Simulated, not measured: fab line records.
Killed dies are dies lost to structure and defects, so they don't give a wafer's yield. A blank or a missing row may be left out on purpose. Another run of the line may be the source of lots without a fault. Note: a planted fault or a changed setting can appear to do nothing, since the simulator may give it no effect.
Matching of chambers + flow nandHarc + NHARC_A_CONTACT_ETCH_90 on rieDiel-11 has 4 sister chambers
The step etches the open film in CH3F/O2, target depth 40 nm, time 85.7 s. 8 wafers are shown with their chamber, then 6 later ones without.

## WAFERS WITH THEIR CHAMBER
| wafer  | chamber | showerheadPlenumPTorr (Torr) | runLengthS (s) |
|--------|---------|------------------------------|----------------|
| L107.2 | 0       | 2.52                         | 106.8          |
| L106.4 | 0       | 2.52                         | 107.1          |
| L105.3 | 3       | 2.66                         | 106.2          |
| L116.3 | 2       | 2.53                         | 107.6          |
| L116.4 | 1       | 2.65                         | 106.8          |
| L121.1 | 1       | 2.65                         | 107.3          |
| L121.3 | 3       | 2.65                         | 106.1          |
| L121.4 | 2       | 2.52                         | 107.2          |

## WAFERS MISSING THEIR CHAMBER
| wafer  | showerheadPlenumPTorr (Torr) | runLengthS (s) |
|--------|------------------------------|----------------|
| L123.1 | 2.51                         | 107.4          |
| L123.2 | 2.52                         | 107.1          |
| L123.4 | 2.64                         | 106.8          |
| L128.2 | 2.51                         | 107.2          |
| L128.3 | 2.64                         | 106.3          |
| L128.4 | 2.64                         | 107.1          |

## CHAMBER TAKEN BY EACH
| wafer  | from the rows above     | in truth |
|--------|-------------------------|----------|
| L123.1 | can't be placed: 0 or 2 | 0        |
| L123.2 | can't be placed: 0 or 2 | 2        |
| L123.4 | can't be placed: 1 or 3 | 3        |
| L128.2 | can't be placed: 0 or 2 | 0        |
| L128.3 | can't be placed: 3 or 1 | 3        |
| L128.4 | 1                       | 1        |
Placed correctly: 1 of 6. Cannot be placed on the basis of these rows: 5; the candidates contain the true chamber in 5. Placed wrongly: 0.
How it was worked out, from the rows above alone: a wafer's distance from a chamber is the root of the sum, over the readings, of the square of ((its reading less the chamber's mean) divided by the reading's scatter). The wafer belongs to the nearest chamber; if the next one is less than 2 further off, it can't be placed. The mean given for a chamber averages the wafers shown for that chamber. The scatter is the square root of a quotient: the sum, over the shown wafers, of each reading's squared deviation from its chamber's mean, divided by wafers minus chambers.
